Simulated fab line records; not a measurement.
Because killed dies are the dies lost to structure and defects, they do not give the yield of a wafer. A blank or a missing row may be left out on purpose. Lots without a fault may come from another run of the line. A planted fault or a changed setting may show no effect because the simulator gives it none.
Struck lot and sound lot, side by side ; flow nand harc ; 29 steps out of a route of 1302
Sound: the wafers L853.2, L853.5, L853.6. Wafers struck: L849.1, L849.2, L849.5. The cause comes at the end.
At each step with rows: each side's tool, then ch and its chambers, then its first start. Under that, the readings that differ: sound wafers ; struck wafers ; difference of the means ; sigmas: that difference in standard deviations of wafers without a fault.
alike: a reading whose means differ by less than 2 such deviations, as well as words and numbers matching on both sides. not compared: withheld readings; readings where some wafer has no value; bounds like >300 that might hide an equal value; numbers whose values overlap and for which the record gives no deviation.
A row with sigmas, a row that says differs or no value, or rows on one side alone: a step with any of these is where the two part. Numbers that don't overlap but have no deviation are shown without sigmas and don't part them. A reading missing from all wafers of one side parts the sides only when that side holds two or more wafers.

first, 2 steps without rows for these wafers: NHARC_A_CONTACT_ETCH_131 (etches the open film in C4F8/O2/Ar, time 197 s, target depth 1918 nm); NHARC_A_CONTACT_ETCH_132 (etches the open film in C4F8/O2/Ar, time 197 s, target depth 1924 nm).
NHARC_A_CONTACT_ETCH_133: etches the open film in C4F8/O2/Ar, time 374 s, target depth 1610 nm.
  sound on har cap etch-01 ch 0,1, day 29 08:47; struck on har cap etch-02 ch 0,1, day 27 23:23
  not compared: rf hours counter h
then, 2 steps without rows for these wafers: NHARC_A_CONTACT_ETCH_91 (etches the open film in CH3F/O2, target depth 40 nm, time 85.7 s); NHARC_A_CONTACT_ETCH_97 (etches the open film in C4F6/O2, target depth 20 nm, time 10 s).
NHARC_A_CONTACT_CD_MEAS_80:
  struck on cd sem-03, day 28 00:31; sound on cd sem-02, day 29 09:56
  alike: cd nm
then, 3 steps without rows for these wafers: NHARC_A_CONTACT_STRIP_103 (strips in N2/H2); NHARC_A_CONTACT_STRIP_104 (strips in CF4/CHF3); NHARC_A_CONTACT_STRIP_105 (strips in O2/COS).
NHARC_A_CONTACT_ETCH_106: etches the open film in CF4/O2, target depth 90 nm, overetch 9 nm, time 49.5 s.
  sound on rie diel-03 ch 0,1,2, day 29 10:14; struck on rie diel-05 ch 0,1, day 28 00:49
  alike: bias w, drypump motor current A, oes_o_777_au, oes product au, rf vpp V, showerhead plenum p Torr, throttle valve pct
  not compared: rf hours counter h
NHARC_A_CONTACT_STRIP_82: strips in O2.
  sound: rie diel-03 ch 2,3; struck: rie diel-05 ch 0,1
reading;sound;struck;difference;sigmas
oes product au (a.u.);1.010 1.003 1.009;0.990 0.989 0.989;-0.018;-2
  alike: drypump motor current A, rf vpp V, showerhead plenum p Torr, throttle valve pct
  not compared: rf hours counter h
then, 1 step without rows for these wafers: NHARC_A_CONTACT_STRIP_83 (strips in post etch residue remover, time 600 s).
NHARC_A_CONTACT_DEP_84: deposits aC, target thk 2800 nm.
  sound on acl dep-03 ch 0, day 29 11:28; struck on acl dep-02 ch 0, day 28 04:56
  alike: susceptor temp C, throttle valve pct
NHARC_A_CONTACT_DEP_85: deposits SiON, target thk 60 nm.
  sound on pecvd-03 ch 1,2, day 29 12:59; struck on pecvd-01 ch 0,1, day 28 06:43
  alike: heater power w, susceptor temp C
then, 10 steps without rows for these wafers: NHARC_A_CONTACT_DEHYDRATE_00 (time 120 s); NHARC_A_CONTACT_HMDS_01 (time 30 s); NHARC_A_CONTACT_COAT_86 (time 75 s); NHARC_A_CONTACT_COAT_87 (time 65 s); NHARC_A_CONTACT_COAT_02 (resist thk 90 nm); NHARC_A_CONTACT_SOFTBAKE_03 (time 55 s); NHARC_A_CONTACT_EBR_04; NHARC_A_CONTACT_EXPOSE_05 (exposes mask A CC); NHARC_A_CONTACT_PEB_06 (peb time 65 s); NHARC_A_CONTACT_DEVELOP_07 (develop time 35 s).
NHARC_A_CONTACT_CD_MEAS_08 targets a cd of 200 nm.
  sound on cd sem-03 ch 0, day 29 13:39; struck on cd sem-03 ch 0, day 28 07:26
  alike: cd nm
NHARC_A_CONTACT_OVL_MEAS_09:
  struck on overlay-01, day 28 07:32; sound on overlay-01, day 29 13:44
  alike: overlay x nm, overlay y nm
NHARC_A_CONTACT_INSPECT_10:
  struck on defect inspect-02, day 28 07:34; sound on defect inspect-02, day 29 13:46
reading;sound;struck;difference;sigmas
raw defect count;66 68 58;463 462 493;+409;+9
NHARC_A_CONTACT_DESCUM_13: chemistry O2, time 3 s.
  sound on rie diel-03 ch 2,3, day 29 13:50; struck on rie diel-03 ch 1,3, day 28 07:38
  alike: drypump motor current A, oes product au, rf vpp V, showerhead plenum p Torr, throttle valve pct
  not compared: rf hours counter h
-- break in the record here, with 2 days between the starts of the struck wafers on either side (left off in module A_CONTACT, picked up again in module END, where the first step shown is number 1302 on the route) --
NHARC_END_SORT_01:
  here the record holds rows for the struck wafers (prober-01 ch 0, day 30 08:33) but none for the sound ones

## WHERE THEY PART
At NHARC_A_CONTACT_STRIP_82 first; at NHARC_END_SORT_01 last (within this record only).

WHY: what the simulator had put in
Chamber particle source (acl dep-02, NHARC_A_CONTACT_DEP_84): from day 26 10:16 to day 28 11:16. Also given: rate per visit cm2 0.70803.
